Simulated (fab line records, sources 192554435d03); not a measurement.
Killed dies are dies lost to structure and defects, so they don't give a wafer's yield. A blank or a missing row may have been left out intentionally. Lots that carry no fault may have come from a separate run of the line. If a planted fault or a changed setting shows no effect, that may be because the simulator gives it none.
Split-lot study :: flow n5 finfet :: 21 wafers read across 7 lots, on a route 1938 steps long

SPLIT DETAILS
At N5_BEOL_M13_TRENCH_ETCH_34 (etches SiOC in C4F8/O2/Ar, target depth 413.47 nm, time 162.6 s), the setting time s was moved away from the recipe's 162.6 s on 5 of the 21 wafers read, by -12.1% to +20.3%. The other wafers ran this setting at the recipe's value.

FROM THE SPLIT TO THE READING: what the file shows between them, 10 steps
- N5_BEOL_M13_STRIP_70: strips in C4F8/O2/Ar
- N5_BEOL_M13_OCD_MEAS_35
- N5_BEOL_M13_STRIP_37: strips in N2/H2
- N5_BEOL_M13_ETCH_38: etches SiCN in CF4/N2, target depth 67.5 nm, time 71.9 s
- N5_BEOL_M13_ECD_47: material Cu, target thk 936 nm
- N5_BEOL_M13_ANNEAL_48: time 90 s
- N5_BEOL_M13_CMP_49: polishes, stops on SiOC, t overpolish 17.1 s, target thk 420 nm
- N5_BEOL_M13_THK_MEAS_50: measures by xrf
- N5_BEOL_M13_PRE_CLEAN_52: time 15 s
- N5_BEOL_M13_DEP_53: deposits SiCN from 3MS/NH3, target thk 50 nm, time 17.8 s

THE READING
At N5_BEOL_M13_RS_MEAS_54, a four-point-probe measurement gives M13_RS in ohm/sq. On this fab line, fault-free wafers typically give 0.0447 ohm/sq with a standard deviation of 0.00088 ohm/sq.

wafer: L075.1
tool, chamber at the split: rie diel-06, 0
time s as run, s: 162.6
against the recipe: recipe
M13_RS, ohm/sq: 0.0442
against lot-mates on the recipe: -

wafer: L075.2
tool, chamber at the split: rie diel-06, 2
time s as run, s: 162.6
against the recipe: recipe
M13_RS, ohm/sq: 0.0450
against lot-mates on the recipe: -

wafer: L075.5
tool, chamber at the split: rie diel-06, 0
time s as run, s: 162.6
against the recipe: recipe
M13_RS, ohm/sq: 0.0440
against lot-mates on the recipe: -

wafer: L082.1
tool, chamber at the split: rie diel-01, 3
time s as run, s: 162.6
against the recipe: recipe
M13_RS, ohm/sq: 0.0450
against lot-mates on the recipe: -

wafer: L082.3
tool, chamber at the split: rie diel-01, 0
time s as run, s: 162.6
against the recipe: recipe
M13_RS, ohm/sq: 0.0451
against lot-mates on the recipe: -

wafer: L082.4
tool, chamber at the split: rie diel-01, 3
time s as run, s: 195.6
against the recipe: +20.3%
M13_RS, ohm/sq: 0.0371
against lot-mates on the recipe: -0.0079

wafer: L085.1
tool, chamber at the split: rie diel-01, 0
time s as run, s: 143
against the recipe: -12.1%
M13_RS, ohm/sq: 0.0513
against lot-mates on the recipe: +0.0068

wafer: L085.5
tool, chamber at the split: rie diel-01, 3
time s as run, s: 162.6
against the recipe: recipe
M13_RS, ohm/sq: 0.0445
against lot-mates on the recipe: -

wafer: L085.6
tool, chamber at the split: rie diel-01, 0
time s as run, s: 143
against the recipe: -12.1%
M13_RS, ohm/sq: 0.0511
against lot-mates on the recipe: +0.0066

wafer: L080.1
tool, chamber at the split: rie diel-06, 1
time s as run, s: 162.6
against the recipe: recipe
M13_RS, ohm/sq: 0.0450
against lot-mates on the recipe: -

wafer: L080.5
tool, chamber at the split: rie diel-06, 1
time s as run, s: 162.6
against the recipe: recipe
M13_RS, ohm/sq: 0.0453
against lot-mates on the recipe: -

wafer: L080.6
tool, chamber at the split: rie diel-06, 3
time s as run, s: 162.6
against the recipe: recipe
M13_RS, ohm/sq: 0.0438
against lot-mates on the recipe: -

wafer: L084.1
tool, chamber at the split: rie diel-06, 0
time s as run, s: 193
against the recipe: +18.7%
M13_RS, ohm/sq: 0.0369
against lot-mates on the recipe: -0.0083

wafer: L084.2
tool, chamber at the split: rie diel-06, 1
time s as run, s: 193
against the recipe: +18.7%
M13_RS, ohm/sq: 0.0381
against lot-mates on the recipe: -0.0071

wafer: L084.4
tool, chamber at the split: rie diel-06, 1
time s as run, s: 162.6
against the recipe: recipe
M13_RS, ohm/sq: 0.0452
against lot-mates on the recipe: -

wafer: L089.3
tool, chamber at the split: rie diel-02, 1
time s as run, s: 162.6
against the recipe: recipe
M13_RS, ohm/sq: 0.0442
against lot-mates on the recipe: -

wafer: L089.4
tool, chamber at the split: rie diel-02, 3
time s as run, s: 162.6
against the recipe: recipe
M13_RS, ohm/sq: 0.0444
against lot-mates on the recipe: -

wafer: L089.6
tool, chamber at the split: rie diel-02, 1
time s as run, s: 162.6
against the recipe: recipe
M13_RS, ohm/sq: 0.0444
against lot-mates on the recipe: -

wafer: L094.1
tool, chamber at the split: rie diel-01, 2
time s as run, s: 162.6
against the recipe: recipe
M13_RS, ohm/sq: 0.0434
against lot-mates on the recipe: -

wafer: L094.4
tool, chamber at the split: rie diel-01, 1
time s as run, s: 162.6
against the recipe: recipe
M13_RS, ohm/sq: 0.0463
against lot-mates on the recipe: -

wafer: L094.6
tool, chamber at the split: rie diel-01, 2
time s as run, s: 162.6
against the recipe: recipe
M13_RS, ohm/sq: 0.0435
against lot-mates on the recipe: -

FIT RESULTS
A straight line over all 21 wafers: M13_RS changes by -0.000417 ohm/sq for each +1% of time s; r = -0.97; the points scatter about the line by 0.00088 ohm/sq.
The same after taking each lot's own level away (the mean of its wafers on the recipe; 21 wafers): -0.000441 ohm/sq for each +1%; r = -0.98; scatter 0.00081 ohm/sq.
On that fit, the largest move of time s shifts the reading by 0.009 ohm/sq.
Across the lots, their own levels run from 0.04433 to 0.04520 ohm/sq, a range of 1.0 times the standard deviation given above.
The two slopes are in agreement: the lot-to-lot level therefore moves the slope only a little.
Check: for one of the wafers moved furthest among these (+20.3%), held out of the fit, the line's prediction against its lot-mates is -0.00907 ohm/sq. It came out at -0.00795 ohm/sq against them.

THE WHOLE CHAIN: every reading that the file lists as answering this split, in the file's order
step: N5_BEOL_M13_TRENCH_ETCH_34
what it does: etches SiOC in C4F8/O2/Ar, target depth 413.47 nm, time 162.6 s
reading: etch.depth nm (the simulator's own value, which no gauge read)
change (the file's fit): +4.39 nm for each +1% of the setting
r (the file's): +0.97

step: N5_BEOL_M13_OCD_MEAS_35
what it does: 
reading: trench depth nm
change (the file's fit): +4.39 nm for each +1% of the setting
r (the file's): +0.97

step: N5_BEOL_M13_CMP_49
what it does: polishes, stops on SiOC, t overpolish 17.1 s, target thk 420 nm
reading: Cu_of_BEOL_M13_ECD_47.thk nm (the simulator's own value, which no gauge read)
change (the file's fit): +4.38 nm for each +1% of the setting
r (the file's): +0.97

step: N5_BEOL_M13_THK_MEAS_50
what it does: measures by xrf
reading: M13_THK
change (the file's fit): +4.17 for each +1% of the setting
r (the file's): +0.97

step: N5_BEOL_M13_RS_MEAS_54
what it does: measures by four-point-probe
reading: M13_RS
change (the file's fit): -0.000427 for each +1% of the setting
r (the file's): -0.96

FILE'S OWN FIT
M13_RS changes by -0.000427 ohm/sq for each +1% of time s, r = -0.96.
